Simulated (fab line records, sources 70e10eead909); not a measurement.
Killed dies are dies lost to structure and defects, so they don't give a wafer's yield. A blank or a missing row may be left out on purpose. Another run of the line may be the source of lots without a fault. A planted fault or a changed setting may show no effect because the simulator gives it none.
Chamber matching + flow nand harc + NHARC_A_STAIRCASE_ETCH_253 on rie diel-06 has 4 sister chambers
The step etches the open film in C4F8/O2, target depth 50 nm, time 20.2 s. 36 wafers are shown with their chamber, then 12 later ones without.

WAFERS, EACH WITH ITS CHAMBER
| wafer  | chamber | rf vpp V (V) | oes product au (a.u.) |
|--------|---------|--------------|-----------------------|
| L075.1 | 2       | 904          | 0.971                 |
| L075.2 | 3       | 906          | 0.972                 |
| L075.3 | 0       | 903          | 0.999                 |
| L075.4 | 1       | 897          | 0.962                 |
| L075.5 | 0       | 903          | 0.982                 |
| L075.6 | 3       | 905          | 0.968                 |
| L076.1 | 2       | 904          | 0.984                 |
| L076.4 | 0       | 903          | 0.963                 |
| L076.6 | 1       | 897          | 0.992                 |
| L077.1 | 1       | 898          | 0.961                 |
| L077.2 | 3       | 905          | 0.978                 |
| L077.6 | 2       | 904          | 0.980                 |
| L081.1 | 1       | 898          | 0.971                 |
| L081.2 | 2       | 904          | 0.963                 |
| L081.6 | 2       | 904          | 0.958                 |
| L084.3 | 1       | 897          | 0.953                 |
| L084.5 | 0       | 903          | 0.970                 |
| L084.6 | 3       | 905          | 0.957                 |
| L085.1 | 0       | 902          | 0.975                 |
| L085.3 | 1       | 897          | 0.964                 |
| L085.5 | 2       | 904          | 0.982                 |
| L088.1 | 3       | 904          | 0.982                 |
| L088.2 | 1       | 897          | 0.966                 |
| L088.3 | 0       | 903          | 0.982                 |
| L088.4 | 2       | 904          | 0.967                 |
| L088.5 | 1       | 898          | 0.965                 |
| L088.6 | 0       | 904          | 0.977                 |
| L090.1 | 2       | 904          | 0.962                 |
| L090.3 | 0       | 901          | 0.964                 |
| L090.4 | 1       | 897          | 0.960                 |
| L095.1 | 2       | 903          | 0.952                 |
| L095.2 | 1       | 896          | 0.974                 |
| L095.3 | 3       | 903          | 0.935                 |
| L096.1 | 2       | 903          | 0.970                 |
| L096.3 | 3       | 904          | 0.940                 |
| L096.4 | 0       | 903          | 0.944                 |

SIGNATURES, as means of the wafers listed above
| reading        | chamber 0 | chamber 1 | chamber 2 | chamber 3 | scatter within a chamber |
|----------------|-----------|-----------|-----------|-----------|--------------------------|
| rf vpp V       | 902.78    | 897.20    | 903.80    | 904.57    | 0.717                    |
| oes product au | 0.97289   | 0.96680   | 0.96890   | 0.96171   | 0.0136                   |
Rule: a wafer's distance from a chamber is the root of the sum, over the readings, of the square of ((its reading less the chamber's mean) divided by the reading's scatter). If the next closest chamber is less than 2 further off than the closest, the wafer can't be placed; otherwise it belongs to the closest. The scatter: take each reading less its chamber's mean, square it, sum over the shown wafers, divide by the number of wafers less the number of chambers, and take the root.

WAFERS WITHOUT THEIR CHAMBER
| wafer  | rf vpp V (V) | oes product au (a.u.) |
|--------|--------------|-----------------------|
| L093.2 | 902          | 0.961                 |
| L093.4 | 896          | 0.962                 |
| L093.6 | 902          | 0.954                 |
| L093.1 | 904          | 0.977                 |
| L093.3 | 904          | 0.967                 |
| L093.5 | 897          | 0.963                 |
| L094.1 | 903          | 0.924                 |
| L094.2 | 903          | 0.931                 |
| L094.3 | 896          | 0.922                 |
| L094.4 | 903          | 0.920                 |
| L094.5 | 903          | 0.924                 |
| L094.6 | 903          | 0.923                 |

WHICH CHAMBER EACH ONE RAN IN
| wafer  | from the rows above          | in truth |
|--------|------------------------------|----------|
| L093.2 | can't be placed: 0 or 2      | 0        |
| L093.4 | 1                            | 1        |
| L093.6 | can't be placed: 0 or 2 or 3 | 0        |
| L093.1 | can't be placed: 2 or 3 or 0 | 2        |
| L093.3 | can't be placed: 2 or 3 or 0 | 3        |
| L093.5 | 1                            | 1        |
| L094.1 | can't be placed: 2 or 3 or 0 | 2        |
| L094.2 | can't be placed: 2 or 0 or 3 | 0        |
| L094.3 | 1                            | 1        |
| L094.4 | can't be placed: 2 or 3 or 0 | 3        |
| L094.5 | can't be placed: 2 or 3 or 0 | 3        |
| L094.6 | can't be placed: 2 or 3 or 0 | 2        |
3 of 12 placed correctly. Unplaceable from these rows: 9, with the true chamber sitting among the candidates in 9. 0 placed wrongly.
